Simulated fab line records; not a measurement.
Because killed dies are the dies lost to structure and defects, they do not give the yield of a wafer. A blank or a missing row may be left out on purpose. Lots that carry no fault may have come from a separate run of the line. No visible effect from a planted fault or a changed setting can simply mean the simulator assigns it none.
What tool caused it?	flow nand-harc	24 lots with 72 wafers sampled at 6 steps, on a route of 1302 steps

== WHAT THE GAUGES SHOWED, per wafer ==
No reading from a measuring or inspecting step in the record can be judged against a usual standard deviation.

== WHICH TOOL RAN EACH LOT (tool, then ch and the chambers of the sampled wafers, then the start) ==
lot	NHARC_A_CHANNEL_HOLE_D2_DEP_01	NHARC_A_STAIRCASE_DEP_156	NHARC_A_STAIRCASE_STRIP_171	NHARC_A_STAIRCASE_ETCH_15	NHARC_A_STAIRCASE_TRIM_22	NHARC_A_STAIRCASE_TRIM_198
L074	pecvd-01 ch 0,1,2, day 13 07:02	pecvd-02 ch 0,1, day 15 15:38	plasma-asher-02 ch 0,1, day 15 16:53	rie-diel-03 ch 0,1,2, no start	rie-diel-03 ch 0,2, no start	rie-diel-13 ch 0,3, no start
L075	pecvd-04 ch 1,2, day 13 07:28	pecvd-01 ch 1,2, day 15 15:41	plasma-asher-02 ch 0,1, day 15 17:14	rie-diel-13 ch 0,1,3, no start	rie-diel-11 ch 0,1,2, no start	rie-diel-13 ch 1,2,3, no start
L076	pecvd-03 ch 1,2, day 13 16:25	pecvd-04 ch 0,1, day 16 06:36	plasma-asher-02 ch 0,1, day 16 07:47	rie-diel-03 ch 0,2, no start	rie-diel-13 ch 1,3, no start	rie-diel-03 ch 0,1,2, no start
L077	pecvd-04 ch 0,2, day 14 06:26	pecvd-02 ch 0,1,2, day 16 14:44	plasma-asher-02 ch 0,1, day 16 16:08	rie-diel-13 ch 1,2, no start	rie-diel-13 ch 0,1,2, no start	rie-diel-03 ch 0,1, no start
L078	pecvd-03 ch 0,1,2, day 14 17:34	pecvd-02 ch 0,2, day 17 03:13	plasma-asher-02 ch 0,1, day 17 04:38	rie-diel-13 ch 0,2,3, no start	rie-diel-13 ch 0,2,3, no start	rie-diel-11 ch 1,2,3, no start
L079	pecvd-01 ch 0,2, day 14 18:01	pecvd-04 ch 0,1,2, day 17 03:05	plasma-asher-01 ch 0,1, day 17 04:23	rie-diel-13 ch 0,2, no start	rie-diel-13 ch 0,2,3, no start	rie-diel-11 ch 1,3, no start
L081	pecvd-04 ch 0,2, day 15 15:10	pecvd-01 ch 1,2, day 18 02:58	plasma-asher-01 ch 0,1, day 18 04:22	rie-diel-03 ch 0,1, no start	rie-diel-13 ch 1,2,3, no start	rie-diel-03 ch 0,1, no start
L080	pecvd-03 ch 0,1,2, day 15 16:18	pecvd-01 ch 0,1,2, day 18 02:50	plasma-asher-02 ch 0,1, day 18 04:18	rie-diel-11 ch 0,1,2, no start	rie-diel-11 ch 0,1, no start	rie-diel-03 ch 0,1,3, no start
L082	pecvd-01 ch 0,2, day 17 00:08	pecvd-04 ch 1,2, day 19 09:28	plasma-asher-01 ch 1, day 19 10:47	rie-diel-13 ch 1,2,3, no start	rie-diel-13 ch 0,2, no start	rie-diel-03 ch 1,3, no start
L083	pecvd-01 ch 0,1,2, day 17 01:44	pecvd-01 ch 0,1, day 19 09:36	plasma-asher-01 ch 0,1, day 19 11:02	rie-diel-13 ch 0,3, no start	rie-diel-11 ch 1,2, no start	rie-diel-11 ch 0,3, no start
L084	pecvd-04 ch 1,2, day 17 04:50	pecvd-01 ch 1,2, day 19 19:32	plasma-asher-01 ch 0,1, day 19 21:05	rie-diel-13 ch 0,1,2, no start	rie-diel-13 ch 1,2,3, no start	rie-diel-13 ch 0,1,3, no start
L085	pecvd-01 ch 0,1,2, day 17 05:31	pecvd-01 ch 0,1,2, day 19 19:20	plasma-asher-02 ch 0,1, day 19 20:49	rie-diel-13 ch 0,1,3, no start	rie-diel-03 ch 0,3, no start	rie-diel-11 ch 0,1,3, no start
L086	pecvd-01 ch 0,1,2, day 18 10:23	pecvd-01 ch 1,2, day 20 19:37	plasma-asher-01 ch 0,1, day 20 20:53	rie-diel-03 ch 1,3, no start	rie-diel-13 ch 0,3, no start	rie-diel-11 ch 2,3, no start
L087	pecvd-03 ch 1,2, day 18 23:29	pecvd-04 ch 0,1,2, day 21 11:17	plasma-asher-02 ch 0,1, day 21 12:34	rie-diel-13 ch 0,3, no start	rie-diel-13 ch 0,2,3, no start	rie-diel-03 ch 0,3, no start
L088	pecvd-04 ch 0,1,2, day 18 23:35	pecvd-04 ch 0,1,2, day 21 11:29	plasma-asher-02 ch 0,1, day 21 12:57	rie-diel-03 ch 0,1,3, no start	rie-diel-03 ch 0,1,3, no start	rie-diel-03 ch 1,2, no start
L089	pecvd-04 ch 0,1, day 19 01:20	pecvd-01 ch 0,2, day 21 11:16	plasma-asher-01 ch 0,1, day 21 12:42	rie-diel-11 ch 1,2,3, no start	rie-diel-13 ch 0,1,3, no start	rie-diel-03 ch 1,3, no start
L090	pecvd-04 ch 0,2, day 19 15:30	pecvd-02 ch 0,1, day 22 00:29	plasma-asher-02 ch 0,1, day 22 01:50	rie-diel-03 ch 1,2,3, no start	rie-diel-13 ch 0,1,2, no start	rie-diel-03 ch 1,2,3, no start
L091	pecvd-03 ch 1,2, day 20 06:22	pecvd-02 ch 0,2, day 22 21:32	plasma-asher-02 ch 1, day 22 22:43	rie-diel-13 ch 1,2,3, no start	rie-diel-11 ch 0,2,3, no start	rie-diel-03 ch 2,3, no start
L092	pecvd-03 ch 0,1, day 20 19:38	pecvd-02 ch 0,1,2, day 23 04:25	plasma-asher-01 ch 0,1, day 23 05:45	rie-diel-03 ch 2,3, no start	rie-diel-13 ch 1,2,3, no start	rie-diel-11 ch 0,3, no start
L093	pecvd-03 ch 1,2, day 20 19:56	pecvd-04 ch 0,2, day 23 04:25	plasma-asher-02 ch 0,1, day 23 05:58	rie-diel-11 ch 2,3, no start	rie-diel-11 ch 0,1,2, no start	rie-diel-03 ch 1,3, no start
L094	pecvd-04 ch 0,2, day 21 06:40	pecvd-01 ch 0,1,2, day 23 17:32	plasma-asher-02 ch 0, day 23 18:51	rie-diel-03 ch 0,2, no start	rie-diel-13 ch 0,1,3, no start	rie-diel-03 ch 0,3, no start
L095	pecvd-04 ch 0,1,2, day 21 23:35	pecvd-04 ch 0,1,2, day 24 10:24	plasma-asher-02 ch 0,1, day 24 11:43	rie-diel-11 ch 0,3, no start	rie-diel-13 ch 0,1,3, no start	rie-diel-03 ch 0,1, no start
L096	pecvd-03 ch 0,1,2, day 22 09:19	pecvd-01 ch 1,2, day 24 19:22	plasma-asher-01 ch 0,1, day 24 21:23	rie-diel-11 ch 0,1,2, no start	rie-diel-11 ch 1,2,3, no start	rie-diel-11 ch 0,2,3, no start
L097	pecvd-04 ch 0,1,2, day 22 20:17	pecvd-01 ch 0,1,2, day 25 05:47	plasma-asher-02 ch 0, day 25 06:56	rie-diel-03 ch 1,2, no start	rie-diel-11 ch 0,1, no start	rie-diel-11 ch 0,2, no start
- NHARC_A_CHANNEL_HOLE_D2_DEP_01: deposits SiON, target thk 140 nm.
- NHARC_A_STAIRCASE_DEP_156: deposits SiNx, target thk 50 nm.
- NHARC_A_STAIRCASE_STRIP_171: strips in O2.
- NHARC_A_STAIRCASE_ETCH_15: etches the open film in C4F8/O2, target depth 100 nm, time 40.5 s.
- NHARC_A_STAIRCASE_TRIM_22: chemistry O2, time 211.2 s.
- NHARC_A_STAIRCASE_TRIM_198: chemistry O2, time 211.2 s.

== AS READ BY THE TOOLS THEMSELVES (means over the sampled wafers that have a number; for cases with no such wafer, the mark the record gives instead) ==
NHARC_A_CHANNEL_HOLE_D2_DEP_01. Usual: heater-power-w 727 W, standard deviation 90.
lot	tool	heater-power-w (W)	flag
L074	pecvd-01	672	
L075	pecvd-04	675	
L076	pecvd-03	745	
L077	pecvd-04	850	
L078	pecvd-03	733	
L079	pecvd-01	646	
L081	pecvd-04	754	
L080	pecvd-03	815	
L082	pecvd-01	669	
L083	pecvd-01	656	
L084	pecvd-04	649	
L085	pecvd-01	654	
L086	pecvd-01	718	
L087	pecvd-03	722	
L088	pecvd-04	722	
L089	pecvd-04	817	
L090	pecvd-04	742	
L091	pecvd-03	689	
L092	pecvd-03	831	
L093	pecvd-03	797	
L094	pecvd-04	741	
L095	pecvd-04	646	
L096	pecvd-03	788	
L097	pecvd-04	720	

NHARC_A_STAIRCASE_DEP_156. Usual: heater-power-w 653 W, standard deviation 93.
lot	tool	heater-power-w (W)	flag
L074	pecvd-02	698	
L075	pecvd-01	668	
L076	pecvd-04	812	
L077	pecvd-02	588	
L078	pecvd-02	618	
L079	pecvd-04	743	
L081	pecvd-01	669	
L080	pecvd-01	658	
L082	pecvd-04	613	
L083	pecvd-01	739	
L084	pecvd-01	560	
L085	pecvd-01	629	
L086	pecvd-01	636	
L087	pecvd-04	657	
L088	pecvd-04	672	
L089	pecvd-01	658	
L090	pecvd-02	707	
L091	pecvd-02	631	
L092	pecvd-02	598	
L093	pecvd-04	639	
L094	pecvd-01	677	
L095	pecvd-04	689	
L096	pecvd-01	691	
L097	pecvd-01	620	

NHARC_A_STAIRCASE_STRIP_171. Usual: drypump-motor-current-A 5.8 A, standard deviation 0.49; heater-power-w 303 W, standard deviation 33.
lot	tool	drypump-motor-current-A (A)	heater-power-w (W)	flag
L074	plasma-asher-02	6.1	292	
L075	plasma-asher-02	6.0	291	
L076	plasma-asher-02	6.1	293	
L077	plasma-asher-02	6.1	293	
L078	plasma-asher-02	6.1	293	
L079	plasma-asher-01	5.5	324	
L081	plasma-asher-01	5.5	324	
L080	plasma-asher-02	6.0	277	
L082	plasma-asher-01	5.8	325	
L083	plasma-asher-01	5.2	328	
L084	plasma-asher-01	5.2	327	
L085	plasma-asher-02	6.1	305	
L086	plasma-asher-01	5.2	325	
L087	plasma-asher-02	6.0	279	
L088	plasma-asher-02	6.0	277	
L089	plasma-asher-01	5.5	323	
L090	plasma-asher-02	6.1	306	
L091	plasma-asher-02	6.2	328	
L092	plasma-asher-01	5.2	327	
L093	plasma-asher-02	6.0	280	
L094	plasma-asher-02	5.9	254	
L095	plasma-asher-02	6.0	278	
L096	plasma-asher-01	5.5	324	
L097	plasma-asher-02	5.9	256	

NHARC_A_STAIRCASE_ETCH_15. Usual: oes-product-au 0.943 a.u., standard deviation 0.013; rf-vpp-V 895 V, standard deviation 5.6.
lot	tool	oes-product-au (a.u.)	rf-vpp-V (V)	flag
L074	rie-diel-03	0.938	892	
L075	rie-diel-13	0.949	898	
L076	rie-diel-03	0.946	893	
L077	rie-diel-13	0.928	892	
L078	rie-diel-13	0.938	897	
L079	rie-diel-13	0.944	892	
L081	rie-diel-03	0.949	889	
L080	rie-diel-11	0.951	898	
L082	rie-diel-13	0.928	896	
L083	rie-diel-13	0.942	901	
L084	rie-diel-13	0.940	892	
L085	rie-diel-13	0.936	897	
L086	rie-diel-03	0.935	891	
L087	rie-diel-13	0.970	897	
L088	rie-diel-03	0.947	892	
L089	rie-diel-11	0.946	897	
L090	rie-diel-03	0.947	893	
L091	rie-diel-13	0.931	897	
L092	rie-diel-03	0.957	897	
L093	rie-diel-11	0.955	896	
L094	rie-diel-03	0.955	893	
L095	rie-diel-11	0.940	903	
L096	rie-diel-11	0.949	896	
L097	rie-diel-03	0.934	894	

NHARC_A_STAIRCASE_TRIM_22. Usual: drypump-motor-current-A 5.6 A, standard deviation 0.58; oes-product-au 1.000 a.u., standard deviation 0.0097; rf-vpp-V 57.8 V, standard deviation 0.85; showerhead-plenum-p-Torr 3.53 Torr, standard deviation 0.17; throttle-valve-pct 17.035 %, standard deviation 0.0083.
lot	tool	drypump-motor-current-A (A)	oes-product-au (a.u.)	rf-vpp-V (V)	showerhead-plenum-p-Torr (Torr)	throttle-valve-pct (%)	flag
L074	rie-diel-03	5.7	0.992	58.0	3.51	17.035	
L075	rie-diel-11	5.9	1.013	57.6	3.56	17.024	
L076	rie-diel-13	5.1	0.997	58.1	3.68	17.037	
L077	rie-diel-13	5.6	1.000	57.8	3.44	17.036	
L078	rie-diel-13	5.8	0.995	56.5	3.55	17.042	
L079	rie-diel-13	5.8	1.009	57.4	3.55	17.034	
L081	rie-diel-13	5.2	0.996	57.5	3.54	17.038	
L080	rie-diel-11	6.1	1.003	58.5	3.66	17.033	
L082	rie-diel-13	6.2	1.006	57.3	3.43	17.033	
L083	rie-diel-11	5.6	1.002	57.5	3.43	17.033	
L084	rie-diel-13	5.2	0.998	57.7	3.53	17.037	
L085	rie-diel-03	5.7	1.007	58.1	3.53	17.032	
L086	rie-diel-13	6.1	1.020	58.6	3.55	17.031	
L087	rie-diel-13	5.8	1.004	58.5	3.53	17.037	
L088	rie-diel-03	5.3	1.006	56.9	3.42	17.045	
L089	rie-diel-13	5.5	0.999	57.6	3.54	17.033	
L090	rie-diel-13	5.6	0.999	57.1	3.41	17.036	
L091	rie-diel-11	5.8	0.988	58.3	3.63	17.034	
L092	rie-diel-13	5.2	0.996	57.5	3.52	17.040	
L093	rie-diel-11	5.9	1.000	57.9	3.53	17.028	
L094	rie-diel-13	5.5	1.000	58.0	3.53	17.031	
L095	rie-diel-13	5.5	1.000	57.5	3.53	17.030	
L096	rie-diel-11	5.9	0.989	57.4	3.53	17.026	
L097	rie-diel-11	6.1	0.994	58.6	3.63	17.029	

NHARC_A_STAIRCASE_TRIM_198. Usual: drypump-motor-current-A 5.6 A, standard deviation 0.54; oes-product-au 1.001 a.u., standard deviation 0.01; rf-vpp-V 57.8 V, standard deviation 0.92; showerhead-plenum-p-Torr 3.50 Torr, standard deviation 0.16; throttle-valve-pct 17.036 %, standard deviation 0.0091.
lot	tool	drypump-motor-current-A (A)	oes-product-au (a.u.)	rf-vpp-V (V)	showerhead-plenum-p-Torr (Torr)	throttle-valve-pct (%)	flag
L074	rie-diel-13	5.6	1.006	58.0	3.69	17.026	
L075	rie-diel-13	5.2	0.993	57.7	3.56	17.026	
L076	rie-diel-03	5.3	1.000	57.4	3.41	17.041	
L077	rie-diel-03	4.9	1.008	57.5	3.32	17.045	
L078	rie-diel-11	5.9	1.006	57.6	3.56	17.031	
L079	rie-diel-11	6.3	0.997	58.1	3.59	17.042	
L081	rie-diel-03	5.2	1.013	57.1	3.36	17.040	
L080	rie-diel-03	5.3	1.014	57.2	3.43	17.044	
L082	rie-diel-03	5.1	1.005	57.4	3.39	17.039	
L083	rie-diel-11	6.1	0.994	58.4	3.76	17.039	
L084	rie-diel-13	5.5	1.004	58.1	3.55	17.043	
L085	rie-diel-11	6.2	0.991	58.2	3.66	17.031	
L086	rie-diel-11	5.9	0.995	58.2	3.65	17.031	
L087	rie-diel-03	5.7	1.004	57.9	3.52	17.037	
L088	rie-diel-03	5.1	0.995	58.8	3.37	17.036	
L089	rie-diel-03	5.1	1.007	57.0	3.38	17.039	
L090	rie-diel-03	5.5	1.003	57.8	3.47	17.040	
L091	rie-diel-03	5.8	1.001	57.7	3.57	17.036	
L092	rie-diel-11	6.1	0.999	58.8	3.74	17.042	
L093	rie-diel-03	5.5	0.999	57.0	3.48	17.036	
L094	rie-diel-03	5.6	0.996	57.3	3.44	17.034	
L095	rie-diel-03	5.2	1.001	56.8	3.34	17.038	
L096	rie-diel-11	5.8	1.012	57.6	3.62	17.038	
L097	rie-diel-11	5.5	1.006	57.6	3.49	17.034	

== THE ANSWER, worked out from the rows above alone ==
Rule: a lot counts as off when the mean over its wafers that have a number is more than 3 standard deviations away from the usual mean. A lot without any number at a reading at which 4 lots or more have one is off too. The other lots that the step has rows for count as sound. The gauges are gone through in route order, then the tools' own readings, and for those a lot's mean is taken as printed above. At the first step where some lot is off, the reading lying furthest off is the one used; lots without a number count as furthest.
None of the lots is off at any reading shown; this tells nothing.

== WHAT THE SIMULATOR PUT IN ==
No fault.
